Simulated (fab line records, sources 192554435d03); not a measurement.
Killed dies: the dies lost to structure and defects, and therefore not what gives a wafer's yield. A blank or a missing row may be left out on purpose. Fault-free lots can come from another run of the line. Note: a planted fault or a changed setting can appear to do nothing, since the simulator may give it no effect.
fab line records -- flow n5-finfet
record: lots: 7, wafers: 39
route steps=1938 shown WELL_APT@46 FIN_SAQP@125 SD_EPI_N@288 DUMMY_REMOVAL@382 MOL_CONTACT_COAG@542 BEOL_M1@751 BEOL_M5@1174 BEOL_M7@1321 BEOL_M10@1527 BEOL_M12@1615 BEOL_M15@1773 TV_OPEN@1890 PASSIVATION@1936
start-h: hours from the record's opening day to when the first of the lot's shown wafers began -- wait-h: how many hours have passed since the lot's step before this one -- " identical to the entry in the row above -- L1.1+2: a row that stands for several wafers -- - no value present, or no start provided -- * or withheld: withheld -- < > ~ a bound
route shown NAME@n: NAME is a module with steps in the file, n the number in the route of the first one -- usual: mean/standard deviation of fault-free wafers -- same: alike in all rows -- chamber/n: place in a boat -- sites: the reading at each site -- _std_site: their standard deviation -- _edge_site: outer sites' mean less inner sites' -- radius-mm: how far each site lies from the wafer's centre -- mask NAME#n: copy n -- behind: the tool/chamber that last shaped the wafer -- hold: why the lot was held/for how many hours/how that ended -- device: transistor that didn't switch, given as n, p or np -- end of line: the same wafers' tests at the end of the route -- where a step has no rows: the recipe by itself -- killed: at the first sort, the dies lost to defects and structure; wafer yield is something else -- map: the dies of a wafer, with x for killed, . for not killed, _ for no die there
set.NAME: the setting as run; set.NAME@STEP: as run at that earlier step -- model.NAME: the simulator's own value behind a step, which no gauge read
one table per step and one row per wafer, for lots whose settings were changed on purpose
== steps ==
step: N5_WELL_APT_DESCUM_30
recipe: chemistry: O2, time-s: 7.9, source-power-w: 50, bias-power-w: 20, pressure-mtorr: 20, rf-frequency-hz: 2.712e+07, temp-c: 40, o2-flow-sccm: 225
step: N5_FIN_SAQP_SPACER1_ALD_24
recipe: material: SiO2, target-thk-a: 203, temp-c: 300, ald-precursor-family: BDEAS, ald-co-reactant: O2-plasma, pulse-time-s: 1, purge-time-s: 2, co-reactant-purge-time-s: 2, ald-cycles: 218, pressure-torr: 2
step: N5_SD_EPI_N_EPI_21
recipe: material: Si:P, dopant: P, temp-c: 680, pressure-torr: 255, time-s: 690
step: N5_DUMMY_REMOVAL_PRECLEAN_08
recipe: chemistry: NF3:NH3, afs-cycles: 2, temp-c: 30, time-s: 20, sublimation-temp-c: 180, sublimation-time-s: 60, pressure-torr: 3, rf-power-w: 30
step: N5_MOL_CONTACT_COAG_PRECLEAN_111
recipe: chemistry: NF3:NH3, afs-cycles: 1, temp-c: 30, time-s: 20, sublimation-temp-c: 180, sublimation-time-s: 60, pressure-torr: 3, rf-power-w: 30
step: N5_BEOL_M1_ILD_DEP_00
recipe: material: SiOC, target-thk-a: 790, temp-c: 350, precursor: DEMS/O2, pressure-torr: 5, rf-w: 500, time-s: 15.3
step: N5_BEOL_M5_CVD_47
recipe: material: Co, target-thk-a: 30, temp-c: withheld, precursor: CCTBA/H2, pressure-torr: 30, time-s: 216
step: N5_BEOL_M7_SURFACE_TREAT_79
recipe: gas: Ar, time-s: *, ion-energy-ev: *, ion-current-ma-cm2: 0.5, pressure-mtorr: *, ar-flow-sccm: 30
step: N5_BEOL_M10_SPUTTER_48
recipe: material: Cu, target-thk-a: 120, temp-c: -20, bias-v: 60, power-w: 26000, chamber-pressure-pa: 0.13, time-s: 2
step: N5_BEOL_M12_DESCUM_15
step: N5_BEOL_M15_ILD_DEP_00
recipe: material: SiO2, target-thk-a: 16293, temp-c: 400, precursor: TEOS/O2, pressure-torr: 6.5, rf-w: 900, teos-flow-sccm: 161.4, gas: O2, flow-sccm: 2650, time-s: 346.1
step: N5_PASSIVATION_ETCH_15
recipe: chemistry: CF4/N2, target: SiCN, target-depth-a: 750, taper-deg: 2, time-s: 81.2, ion-energy-ev: 150, mask-material: SiNx, pressure-mtorr: 40, source-w: 430, bias-w: 70, Ar_flow_sccm: 100, cf4-flow-sccm: 60, n2-flow-sccm: 60
step: N5_PASSIVATION_PROBE_49
usual: killed-at-front-end: 41/12
lot.wafer,tool,chamber,start-h,wait-h,set.time-s@WELL_APT_DESCUM_30,set.ald-cycles@FIN_SAQP_SPACER1_ALD_24,set.time-s@SD_EPI_N_EPI_21,set.time-s@DUMMY_REMOVAL_PRECLEAN_08,set.time-s@MOL_CONTACT_COAG_PRECLEAN_111,set.target-thk-a@BEOL_M1_ILD_DEP_00,set.target-thk-a@BEOL_M5_CVD_47,set.time-s@BEOL_M7_SURFACE_TREAT_79,set.target-thk-a@BEOL_M10_SPUTTER_48,set.time-s@BEOL_M12_DESCUM_15,set.target-thk-a@BEOL_M15_ILD_DEP_00,set.target-depth-a@PASSIVATION_ETCH_15,killed-at-front-end
L076.1,prober-02,-,306.04,0.0,7.9,218,690,20,20,790,30,*,120,7.9,16293,750,25
L076.3,prober-02,-,306.14,0.1,7.9,218,690,20,20,790,30,*,120,7.9,16293,750,37
L076.4,prober-02,-,306.19,0.2,7.9,218,690,20,20,790,30,*,120,7.9,16293,750,50
L080.1,prober-01,-,317.22,0.0,7.9,218,690,12.32,20,982.4,38.95,*,96.68,7.9,16293,750,36
L080.2,prober-01,-,317.27,0.1,5.071,218,690,20,20,790,38.95,*,96.68,7.9,16293,543.8,25
L080.3,prober-01,-,317.32,0.1,5.071,309,690,12.32,20,982.4,30,*,120,7.9,16293,750,1119
L080.4,prober-01,-,317.37,0.2,7.9,218,389.5,20,20,790,30,*,120,7.9,16293,543.8,47
L080.5,prober-01,-,317.42,0.2,7.9,309,389.5,12.32,20,790,38.95,*,120,7.9,16293,543.8,1115
L080.6,prober-01,-,317.47,0.3,5.071,309,389.5,20,20,982.4,30,*,96.68,7.9,16293,750,1116
L082.1,prober-01,-,326.09,0.0,11.24,218,929.5,20,20,790,18.38,*,120,6.571,16293,525.9,28
L082.2,prober-01,-,326.14,0.1,11.24,218,690,20,25.75,1035,18.38,*,120,6.571,13840,750,34
L082.3,prober-01,-,326.19,0.1,7.9,218,929.5,26.31,20,1035,30,*,120,6.571,13840,525.9,47
L082.4,prober-01,-,326.24,0.2,7.9,305,690,26.31,25.75,790,18.38,*,120,7.9,16293,750,1133
L082.5,prober-01,-,326.29,0.2,11.24,305,690,26.31,20,790,30,*,120,7.9,16293,525.9,1128
L082.6,prober-01,-,326.34,0.3,7.9,305,929.5,20,25.75,1035,30,*,120,7.9,13840,750,1115
L083.1,prober-02,-,338.61,0.0,4.181,270,989.4,20,20,1256,30,*,120,3.548,16293,750,1116
L083.2,prober-02,-,338.66,0.1,7.9,218,690,20,26.89,1256,17.25,*,120,7.9,16293,750,48
L083.3,prober-02,-,338.71,0.1,4.181,270,690,20,20,1256,30,*,80.11,7.9,20020,750,1083
L083.4,prober-02,-,338.76,0.2,4.181,218,989.4,20,26.89,790,30,*,80.11,3.548,16293,750,33
L083.5,prober-02,-,338.81,0.2,7.9,218,989.4,20,20,790,17.25,*,80.11,3.548,20020,750,47
L083.6,prober-02,-,338.86,0.3,7.9,270,690,20,26.89,790,17.25,*,120,7.9,20020,750,1104
L092.1,prober-02,-,368.44,0.0,7.9,218,939.2,20,31.35,510.2,30,*,94.27,7.9,16293,750,28
L092.2,prober-02,-,368.49,0.1,7.9,218,690,20,20,790,30,*,120,7.9,16293,750,51
L092.3,prober-02,-,368.54,0.1,7.9,178,690,20,20,790,45.15,*,94.27,7.9,16293,750,709
L092.4,prober-02,-,368.59,0.2,7.9,218,939.2,20,20,510.2,45.15,*,120,7.9,16293,750,37
L092.5,prober-02,-,368.64,0.2,7.9,178,939.2,20,31.35,790,45.15,*,94.27,7.9,16293,750,714
L092.6,prober-02,-,368.69,0.3,7.9,178,690,20,31.35,510.2,30,*,120,7.9,16293,750,759
L087.1,prober-01,-,376.01,0.0,6.422,218,829.3,20,27.09,790,24.8,*,97.42,7.9,16293,1003,33
L087.2,prober-01,-,376.06,0.1,6.422,218,690,20,27.09,790,24.8,*,120,7.9,16293,750,35
L087.3,prober-01,-,376.11,0.1,7.9,218,690,20,20,790,30,*,120,7.9,6939,1003,50
L087.4,prober-01,-,376.16,0.2,6.422,218,829.3,20,20,790,24.8,*,97.42,4.828,6939,1003,46
L087.5,prober-01,-,376.21,0.2,7.9,218,690,20,20,790,30,*,120,4.828,6939,750,47
L087.6,prober-01,-,376.26,0.3,7.9,218,829.3,20,27.09,790,30,*,97.42,4.828,16293,750,61
L090.1,prober-02,-,376.28,0.0,9.389,218,1027,20,20,928.7,30,*,120,7.9,12100,750,39
L090.2,prober-02,-,376.33,0.1,9.389,218,1027,20,20,790,30,*,98.44,7.9,12100,750,35
L090.3,prober-02,-,376.38,0.1,7.9,328,690,20,20,928.7,40.98,*,120,7.9,12100,750,1112
L090.4,prober-02,-,376.43,0.2,7.9,218,690,9.31,20,790,40.98,*,98.44,7.9,16293,750,35
L090.5,prober-02,-,376.48,0.2,9.389,328,690,9.31,20,928.7,30,*,98.44,7.9,16293,750,1109
L090.6,prober-02,-,376.53,0.3,7.9,328,1027,9.31,20,790,40.98,*,120,7.9,16293,750,1099
killed by level:class
L076.1 STI_FIN_REVEAL:geometric-particle:open=8 MOL_CONTACT_COAG:geometric-particle:short=7 BEOL_M0_SAQP:geometric-particle:short=6 MOL_CONTACT_COAG:geometric-particle:open=5 BEOL_M5:geometric-particle:short=5 BEOL_M1:geometric-particle:open=4 BEOL_M4:geometric-particle:open=4 STARTING-WAFER:geometric-particle:short=4
L076.3 BEOL_M1:geometric-particle:open=17 MOL_CONTACT_COAG:geometric-particle:open=11 FIN_SAQP:geometric-particle:open=6 DUMMY_GATE:geometric-particle:open=6 STI_FIN_REVEAL:geometric-particle:open=5 BEOL_M0_SAQP:geometric-particle:open=5 BEOL_M4:geometric-particle:open=5 BEOL_M0_SAQP:geometric-particle:short=4
L076.4 FIN_SAQP:geometric-particle:open=18 MOL_CONTACT_COAG:geometric-particle:open=10 BEOL_M1:geometric-particle:open=8 BEOL_M0_SAQP:geometric-particle:short=7 BEOL_M0_SAQP:geometric-particle:open=6 FIN_SAQP:geometric-particle:short=5 ILD0:geometric-particle:short=5 GATE_CUT:geometric-particle:short=5
L080.1 FIN_SAQP:geometric-particle:short=9 BEOL_M1:geometric-particle:open=7 MOL_CONTACT_COAG:geometric-particle:open=6 BEOL_M2:geometric-particle:open=6 FIN_SAQP:geometric-particle:open=5 STI_FIN_REVEAL:geometric-particle:open=5 STARTING-WAFER:geometric-particle:open=5 BEOL_M4:geometric-particle:open=4
L080.2 TV_OPEN:area-etch=1097 MOL_CONTACT_COAG:geometric-particle:open=10 FIN_SAQP:geometric-particle:short=7 BEOL_M1:geometric-particle:open=7 BEOL_M4:geometric-particle:open=5 DUMMY_GATE:geometric-particle:open=4 BEOL_M2:geometric-particle:open=4 STARTING-WAFER:geometric-particle:open=4
L080.3 FIN_SAQP:area-ald=1089 BEOL_M2:geometric-particle:open=9 BEOL_M4:geometric-particle:open=8 STI_FIN_REVEAL:geometric-particle:open=7 BEOL_M1:geometric-particle:open=7 BEOL_M0_SAQP:geometric-particle:short=6 BEOL_M3:geometric-particle:open=6 FIN_SAQP:geometric-particle:short=5
L080.4 TV_OPEN:area-etch=920 STI_FIN_REVEAL:geometric-particle:open=17 BEOL_M3:geometric-particle:open=7 BEOL_M1:geometric-particle:open=7 BEOL_M0_SAQP:geometric-particle:open=6 BEOL_M2:geometric-particle:open=6 GATE_CUT:geometric-particle:short=5 FIN_SAQP:geometric-particle:open=4
L080.5 FIN_SAQP:area-ald=1081 MOL_CONTACT_COAG:geometric-particle:open=14 BEOL_M0_SAQP:geometric-particle:short=9 DUMMY_GATE:geometric-particle:open=7 BEOL_M3:geometric-particle:open=7 GATE_CUT:geometric-particle:short=6 BEOL_M4:geometric-particle:open=6 BEOL_M2:geometric-particle:open=5
L080.6 FIN_SAQP:area-ald=1061 DUMMY_GATE:geometric-particle:open=21 MOL_CONTACT_COAG:geometric-particle:open=10 STI_FIN_REVEAL:geometric-particle:open=9 BEOL_M0_SAQP:geometric-particle:short=7 FIN_SAQP:geometric-particle:open=6 BEOL_M0_SAQP:geometric-particle:open=6 BEOL_M3:geometric-particle:open=6
L082.1 TV_OPEN:area-etch=1091 BEOL_M3:geometric-particle:open=13 STI_FIN_REVEAL:geometric-particle:open=9 BEOL_M0_SAQP:geometric-particle:open=7 BEOL_M0_SAQP:geometric-particle:short=7 BEOL_M1:geometric-particle:open=5 BEOL_M4:geometric-particle:open=5 FIN_SAQP:geometric-particle:open=4
L082.2 MOL_CONTACT_COAG:geometric-particle:open=15 BEOL_M2:geometric-particle:open=9 BEOL_M0_SAQP:geometric-particle:short=8 FIN_SAQP:geometric-particle:short=6 GATE_CUT:geometric-particle:short=6 BEOL_M0_SAQP:geometric-particle:open=6 FIN_SAQP:geometric-particle:open=5 GATE_CUT:geometric-particle:open=5
L082.3 TV_OPEN:area-etch=1089 STI_FIN_REVEAL:geometric-particle:open=11 GATE_CUT:geometric-particle:short=9 FIN_SAQP:geometric-particle:open=8 MOL_CONTACT_COAG:geometric-particle:open=7 BEOL_M0_SAQP:geometric-particle:short=6 DUMMY_GATE:geometric-particle:open=4 BEOL_M1:geometric-particle:open=4
L082.4 FIN_SAQP:area-ald=1096 MOL_CONTACT_COAG:geometric-particle:open=8 GATE_CUT:geometric-particle:short=7 BEOL_M1:geometric-particle:open=7 BEOL_M3:geometric-particle:open=5 FIN_SAQP:geometric-particle:open=4 GATE_CUT:geometric-particle:open=4 BEOL_M0_SAQP:geometric-particle:open=4
L082.5 FIN_SAQP:area-ald=1091 MOL_CONTACT_COAG:geometric-particle:open=15 STI_FIN_REVEAL:geometric-particle:open=14 BEOL_M0_SAQP:geometric-particle:open=8 BEOL_M3:geometric-particle:open=6 GATE_CUT:geometric-particle:short=5 BEOL_M0_SAQP:geometric-particle:short=4 FIN_SAQP:geometric-particle:open=3
L082.6 FIN_SAQP:area-ald=1084 MOL_CONTACT_COAG:geometric-particle:open=14 BEOL_M0_SAQP:geometric-particle:short=8 MOL_CONTACT_COAG:geometric-particle:short=7 GATE_CUT:geometric-particle:short=6 BEOL_M1:geometric-particle:open=6 GATE_CUT:geometric-particle:open=5 BEOL_M0_SAQP:geometric-particle:open=5
L083.1 FIN_SAQP:area-ald=1082 BEOL_M1:geometric-particle:open=14 STI_FIN_REVEAL:geometric-particle:open=9 BEOL_M0_SAQP:geometric-particle:short=7 BEOL_M4:geometric-particle:open=7 STARTING-WAFER:geometric-particle:short=7 BEOL_M2:geometric-particle:open=6 BEOL_M0_SAQP:geometric-particle:open=5
L083.2 BEOL_M1:area-etch=1081 FIN_SAQP:geometric-particle:open=9 FIN_SAQP:geometric-particle:short=8 BEOL_M0_SAQP:geometric-particle:open=8 BEOL_M1:geometric-particle:open=8 STI_FIN_REVEAL:geometric-particle:open=6 BEOL_M0_SAQP:geometric-particle:short=6 BEOL_M5:geometric-particle:open=4
L083.3 FIN_SAQP:area-ald=1046 BEOL_M10:interface-void-opened=29 MOL_CONTACT_COAG:geometric-particle:open=12 BEOL_M0_SAQP:geometric-particle:short=9 BEOL_M3:geometric-particle:open=8 BEOL_M0_SAQP:geometric-particle:open=8 DUMMY_GATE:geometric-particle:open=7 BEOL_M1:geometric-particle:open=6
L083.4 BEOL_M10:interface-void-opened=17 BEOL_M0_SAQP:geometric-particle:open=14 BEOL_M2:geometric-particle:open=9 STI_FIN_REVEAL:geometric-particle:open=8 BEOL_M4:geometric-particle:open=8 FIN_SAQP:geometric-particle:open=6 BEOL_M0_SAQP:geometric-particle:short=6 BEOL_M3:geometric-particle:open=6
L083.5 BEOL_M10:interface-void-opened=19 BEOL_M0_SAQP:geometric-particle:open=13 BEOL_M2:geometric-particle:open=11 STI_FIN_REVEAL:geometric-particle:open=10 MOL_CONTACT_COAG:geometric-particle:open=9 FIN_SAQP:geometric-particle:short=8 BEOL_M4:geometric-particle:open=8 BEOL_M3:geometric-particle:open=7
L083.6 FIN_SAQP:area-ald=1063 BEOL_M0_SAQP:geometric-particle:open=15 BEOL_M0_SAQP:geometric-particle:short=13 MOL_CONTACT_COAG:geometric-particle:open=9 FIN_SAQP:geometric-particle:open=8 DUMMY_GATE:geometric-particle:open=7 BEOL_M1:geometric-particle:open=7 FIN_SAQP:geometric-particle:short=6
L092.1 BEOL_M1:area-ecd=350 BEOL_M1:area-dep=298 BEOL_M0_SAQP:geometric-particle:open=19 BEOL_M0_SAQP:geometric-particle:short=18 BEOL_M4:geometric-particle:open=10 MOL_CONTACT_COAG:geometric-particle:open=7 BEOL_M1:geometric-particle:open=7 BEOL_M2:geometric-particle:open=6
L092.2 BEOL_M0_SAQP:geometric-particle:open=13 BEOL_M0_SAQP:geometric-particle:short=11 MOL_CONTACT_COAG:geometric-particle:open=10 STI_FIN_REVEAL:geometric-particle:open=8 FIN_SAQP:geometric-particle:short=7 BEOL_M1:geometric-particle:open=7 GATE_CUT:geometric-particle:short=6 STARTING-WAFER:geometric-particle:open=5
L092.3 FIN_SAQP:area-ald=678 BEOL_M0_SAQP:geometric-particle:open=11 BEOL_M3:geometric-particle:open=10 BEOL_M1:geometric-particle:open=9 BEOL_M0_SAQP:geometric-particle:short=7 DUMMY_GATE:geometric-particle:open=6 BEOL_M4:geometric-particle:short=6 BEOL_M2:geometric-particle:open=5
L092.4 BEOL_M1:area-ecd=346 BEOL_M1:area-dep=278 DUMMY_GATE:geometric-particle:open=12 BEOL_M1:geometric-particle:open=11 MOL_CONTACT_COAG:geometric-particle:open=10 BEOL_M0_SAQP:geometric-particle:open=9 MOL_CONTACT_COAG:geometric-particle:short=7 BEOL_M0_SAQP:geometric-particle:short=7
L092.5 FIN_SAQP:area-ald=682 BEOL_M1:geometric-particle:open=13 BEOL_M4:geometric-particle:open=9 BEOL_M0_SAQP:geometric-particle:open=9 MOL_CONTACT_COAG:geometric-particle:open=7 BEOL_M0_SAQP:geometric-particle:short=5 FIN_SAQP:geometric-particle:short=4 STI_FIN_REVEAL:geometric-particle:open=4
L092.6 FIN_SAQP:area-ald=720 BEOL_M1:area-ecd=285 BEOL_M0_SAQP:geometric-particle:open=12 BEOL_M0_SAQP:geometric-particle:short=9 STI_FIN_REVEAL:geometric-particle:open=8 BEOL_M1:geometric-particle:open=7 BEOL_M4:geometric-particle:open=7 DUMMY_GATE:geometric-particle:open=6
L087.1 FIN_SAQP:geometric-particle:open=17 MOL_CONTACT_COAG:geometric-particle:open=9 BEOL_M0_SAQP:geometric-particle:short=7 BEOL_M0_SAQP:geometric-particle:open=7 FIN_SAQP:geometric-particle:short=4 GATE_CUT:geometric-particle:short=4 MOL_CONTACT_COAG:geometric-particle:short=4 BEOL_M3:geometric-particle:open=3
L087.2 FIN_SAQP:geometric-particle:open=13 FIN_SAQP:geometric-particle:short=7 STARTING-WAFER:geometric-particle:open=6 MOL_CONTACT_COAG:geometric-particle:open=5 BEOL_M2:geometric-particle:open=3 STARTING-WAFER:geometric-particle:short=3 GATE_CUT:geometric-particle:open=2 BEOL_M0_SAQP:geometric-particle:open=2
L087.3 BEOL_M15:area-dep=1087 FIN_SAQP:geometric-particle:open=19 MOL_CONTACT_COAG:geometric-particle:open=10 GATE_CUT:geometric-particle:short=8 BEOL_M2:geometric-particle:open=7 FIN_SAQP:geometric-particle:short=5 BEOL_M4:geometric-particle:open=5 STI_FIN_REVEAL:geometric-particle:open=4
L087.4 BEOL_M15:area-dep=1078 FIN_SAQP:geometric-particle:open=13 BEOL_M3:geometric-particle:short=9 FIN_SAQP:geometric-particle:short=8 GATE_CUT:geometric-particle:short=7 DUMMY_GATE:geometric-particle:open=5 MOL_CONTACT_COAG:geometric-particle:open=5 BEOL_M1:geometric-particle:open=5
L087.5 BEOL_M15:area-dep=1092 FIN_SAQP:geometric-particle:open=16 FIN_SAQP:geometric-particle:short=10 MOL_CONTACT_COAG:geometric-particle:open=7 BEOL_M2:geometric-particle:open=5 BEOL_M3:geometric-particle:open=4 FIN_CUT:geometric-particle:open=3 SPACER0:geometric-particle:short=3
L087.6 FIN_SAQP:geometric-particle:open=18 MOL_CONTACT_COAG:geometric-particle:open=9 FIN_SAQP:geometric-particle:short=7 GATE_CUT:geometric-particle:short=6 GATE_CUT:geometric-particle:open=5 BEOL_M3:geometric-particle:short=5 HKMG_FIN:area-etch=5 FIN_CUT:geometric-particle:open=4
L090.1 MOL_CONTACT_COAG:geometric-particle:open=16 BEOL_M0_SAQP:geometric-particle:open=8 HKMG_FIN:area-etch=8 BEOL_M0_SAQP:geometric-particle:short=7 FIN_SAQP:geometric-particle:open=6 BEOL_M5:geometric-particle:open=6 BEOL_M0:geometric-particle:open=6 STI_FIN_REVEAL:geometric-particle:open=5
L090.2 MOL_CONTACT_COAG:geometric-particle:open=8 BEOL_M4:geometric-particle:open=8 DUMMY_GATE:geometric-particle:open=7 BEOL_M0_SAQP:geometric-particle:short=7 FIN_SAQP:geometric-particle:open=6 STI_FIN_REVEAL:geometric-particle:open=6 BEOL_M0_SAQP:geometric-particle:open=6 BEOL_M3:geometric-particle:open=6
L090.3 FIN_SAQP:area-ald=1085 BEOL_M0_SAQP:geometric-particle:short=15 BEOL_M0_SAQP:geometric-particle:open=14 MOL_CONTACT_COAG:geometric-particle:open=7 BEOL_M3:geometric-particle:short=7 FIN_SAQP:geometric-particle:short=6 STI_FIN_REVEAL:geometric-particle:open=5 FIN_SAQP:geometric-particle:open=4
L090.4 BEOL_M0_SAQP:geometric-particle:open=26 BEOL_M0_SAQP:geometric-particle:short=22 STI_FIN_REVEAL:geometric-particle:open=14 FIN_SAQP:geometric-particle:open=9 MOL_CONTACT_COAG:geometric-particle:open=9 BEOL_M2:geometric-particle:open=9 FIN_SAQP:geometric-particle:short=3 GATE_CUT:geometric-particle:short=3
L090.5 FIN_SAQP:area-ald=1083 MOL_CONTACT_COAG:geometric-particle:open=10 BEOL_M0_SAQP:geometric-particle:short=10 BEOL_M0_SAQP:geometric-particle:open=10 STI_FIN_REVEAL:geometric-particle:open=8 FIN_SAQP:geometric-particle:open=6 BEOL_M1:geometric-particle:open=5 BEOL_M5:geometric-particle:open=5
L090.6 FIN_SAQP:area-ald=1072 BEOL_M2:geometric-particle:open=12 BEOL_M3:geometric-particle:open=10 MOL_CONTACT_COAG:geometric-particle:open=9 FIN_SAQP:geometric-particle:open=8 BEOL_M0_SAQP:geometric-particle:short=8 BEOL_M1:geometric-particle:open=8 BEOL_M0_SAQP:geometric-particle:open=7
== key ==
split: step: N5_WELL_APT_DESCUM_30, setting: time-s, stated-as: 7.9
response none clear
split: step: N5_FIN_SAQP_SPACER1_ALD_24, setting: ald-cycles, stated-as: 218
response: step: N5_PASSIVATION_PROBE_49, reading: killed-at-front-end, slope: +20.8, per: 1%, together-with: all, explained: 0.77
split: step: N5_SD_EPI_N_EPI_21, setting: time-s, stated-as: 690
response none clear
split: step: N5_DUMMY_REMOVAL_PRECLEAN_08, setting: time-s, stated-as: 20
response none clear
split: step: N5_MOL_CONTACT_COAG_PRECLEAN_111, setting: time-s, stated-as: 20
response none clear
split: step: N5_BEOL_M1_ILD_DEP_00, setting: target-thk-a, stated-as: 790
response none clear
split: step: N5_BEOL_M5_CVD_47, setting: target-thk-a, stated-as: 30
response none clear
split: step: N5_BEOL_M7_SURFACE_TREAT_79, setting: time-s, stated-as: *
response none clear
split: step: N5_BEOL_M10_SPUTTER_48, setting: target-thk-a, stated-as: 120
response none clear
split: step: N5_BEOL_M12_DESCUM_15, setting: time-s, stated-as: 7.9
response none clear
split: step: N5_BEOL_M15_ILD_DEP_00, setting: target-thk-a, stated-as: 16293
response none clear
split: step: N5_PASSIVATION_ETCH_15, setting: target-depth-a, stated-as: 750
response none clear
